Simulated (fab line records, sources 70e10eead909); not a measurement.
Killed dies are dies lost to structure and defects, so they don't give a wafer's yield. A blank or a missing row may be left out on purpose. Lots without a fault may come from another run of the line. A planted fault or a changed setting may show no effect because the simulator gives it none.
A struck lot beside a sound one | flow nand_harc | 18 steps out of a route of 1302
Sound: wafers L476.1, L476.2, L476.3. Struck: wafer L494.1. (L494.5, L494.6 of the same lot were not struck and are left out.) The cause comes at the end.
At each step with rows: each side's tool, then ch and its chambers, then its first start. Under that, the readings that differ: sound wafers | struck wafers | difference of the means | sigmas: that difference in standard deviations of wafers without a fault.
alike: readings whose means differ by less than 2 such deviations, and words and numbers that are the same on both sides. not compared: withheld readings, readings that some wafer has no value for, bounds like >300 that may hide the same value, and numbers for which the record gives no deviation and whose values overlap.
The two part at a step that has a row with sigmas, a row that says differs or no value, or rows on one side only. Numbers that don't overlap but have no deviation are shown without sigmas and don't part them. A reading that every wafer of one side lacks parts them only if that side has two wafers or more.

first, 6 steps without rows for these wafers: NHARC_THIN_TSV_COAT_27; NHARC_THIN_TSV_SOFTBAKE_28 (time 95 s); NHARC_THIN_TSV_EBR_29; NHARC_THIN_TSV_EXPOSE_30 (exposes mask PAD); NHARC_THIN_TSV_PEB_31 (peb time 85 s); NHARC_THIN_TSV_DEVELOP_32 (time 70 s).
NHARC_THIN_TSV_CD_MEAS_33: target cd 5000 nm.
  sound on cd_sem-03 ch 0, day 23 19:43; struck on cd_sem-03 ch 0, day 31 01:49
  alike: cd_nm
then, 1 step without rows for these wafers: NHARC_THIN_TSV_HARDBAKE_34 (time 80 s).
NHARC_THIN_TSV_DESCUM_35: chemistry O2, time 3 s.
  sound on rie_diel-11 ch 0,1,3, day 23 19:53; struck on rie_diel-12 ch 1, day 31 02:00
  reading                         | sound                | struck | difference | sigmas
  rf_hours_counter_h (h)          | 6.8 7.7 6.0          | 4.5    | -2.3       |
  showerhead_plenum_p_Torr (Torr) | 1.81 1.91 1.81       | 2.04   | +0.20      | +2
  throttle_valve_pct (%)          | 11.311 11.319 11.304 | 11.290 | -0.021     | -2
  alike: drypump_motor_current_A, oes_product_au, rf_vpp_V
NHARC_THIN_TSV_ETCH_59: etches the open film in Cl2/BCl3, target depth 880 nm, time 138.1 s.
  sound on rie_metal-02 ch 0,1, day 23 20:00; struck on rie_metal-02 ch 1, day 31 02:07
  alike: bias_w, drypump_motor_current_A, oes_product_au, throttle_valve_pct
  not compared: rf_hours_counter_h
NHARC_THIN_TSV_ETCH_36: etches the open film in Cl2/BCl3, target depth 65 nm, time 18.571 s.
  sound on rie_metal-02 ch 0,1, day 23 20:16; struck on rie_metal-02 ch 1, day 31 02:35
  alike: drypump_motor_current_A, oes_product_au
  not compared: rf_hours_counter_h
NHARC_THIN_TSV_STRIP_56: strips in O2.
  sound on plasma_asher-02 ch 0,1, day 23 20:22; struck on plasma_asher-01 ch 1, day 31 02:51
  reading                     | sound          | struck | difference | sigmas
  drypump_motor_current_A (A) | 6.02 5.83 6.02 | 5.67   | -0.29      | -2
  alike: heater_power_w
  not compared: rf_hours_counter_h
NHARC_THIN_TSV_STRIP_57: strips in post etch residue remover, time 1200 s.
  sound on wet_bench-10 ch 0,1,3, day 23 20:44; struck on wet_bench-10 ch 0, day 31 03:10
  alike: bath_heat_duty_pct
NHARC_THIN_TSV_CD_MEAS_37:
  sound on cd_sem-02, day 23 21:10; struck on cd_sem-01, day 31 03:35
  alike: cd_nm
then, 1 step without rows for these wafers: NHARC_THIN_TSV_ANNEAL_58 (time 1800 s).
NHARC_THIN_TSV_INSPECT_40:
  sound on defect_inspect-02, day 24 00:58; struck on defect_inspect-02, day 31 08:15
  reading          | sound       | struck | difference | sigmas
  raw_defect_count | 848 656 748 | 1159   | +408       | +4
NHARC_END_WLT_00:
  sound on prober-02, day 24 01:01; struck on prober-01, day 31 08:18
  reading                           | sound             | struck | difference | sigmas
  VT_DECK1_BOTTOM                   | 0.865 0.865 0.867 | 0.881  | +0.015     | +2
  VT_DECK1_BOTTOM_INNER             | 0.867 0.861 0.849 | 0.879  | +0.020     | +3
  VT_DECK1_MEDIAN_NEAR_BOTTOM       | 0.854 0.868 0.859 | 0.884  | +0.024     | +3
  VT_DECK1_MEDIAN_NEAR_BOTTOM_INNER | 0.856 0.856 0.851 | 0.879  | +0.025     | +3
  VT_DECK1_MIDDLE                   | 0.884 0.872 0.876 | 0.895  | +0.018     | +2
  VT_DECK1_MIDDLE_INNER             | 0.881 0.875 0.878 | 0.894  | +0.016     | +2
  VT_DECK1_TOP                      | 0.884 0.890 0.888 | 0.903  | +0.016     | +2
  VT_DECK1_TOP_INNER                | 0.893 0.883 0.887 | 0.903  | +0.015     | +2
  VT_DECK2_BOTTOM_INNER             | 0.866 0.872 0.863 | 0.886  | +0.019     | +2
  VT_DECK2_MEDIAN_NEAR_BOTTOM_INNER | 0.869 0.872 0.871 | 0.895  | +0.024     | +3
  alike: VT_DECK2_BOTTOM, VT_DECK2_MEDIAN_NEAR_BOTTOM, VT_DECK2_MIDDLE, VT_DECK2_MIDDLE_INNER, VT_DECK2_TOP, VT_DECK2_TOP_INNER
NHARC_END_SORT_01:
  the record has rows for the struck wafers here (prober-01 ch 0, day 31 11:18) and none for the sound ones

WHERE THEY PART
First at NHARC_THIN_TSV_DESCUM_35; last, within this record, at NHARC_END_SORT_01.

WHY: what the simulator had put in
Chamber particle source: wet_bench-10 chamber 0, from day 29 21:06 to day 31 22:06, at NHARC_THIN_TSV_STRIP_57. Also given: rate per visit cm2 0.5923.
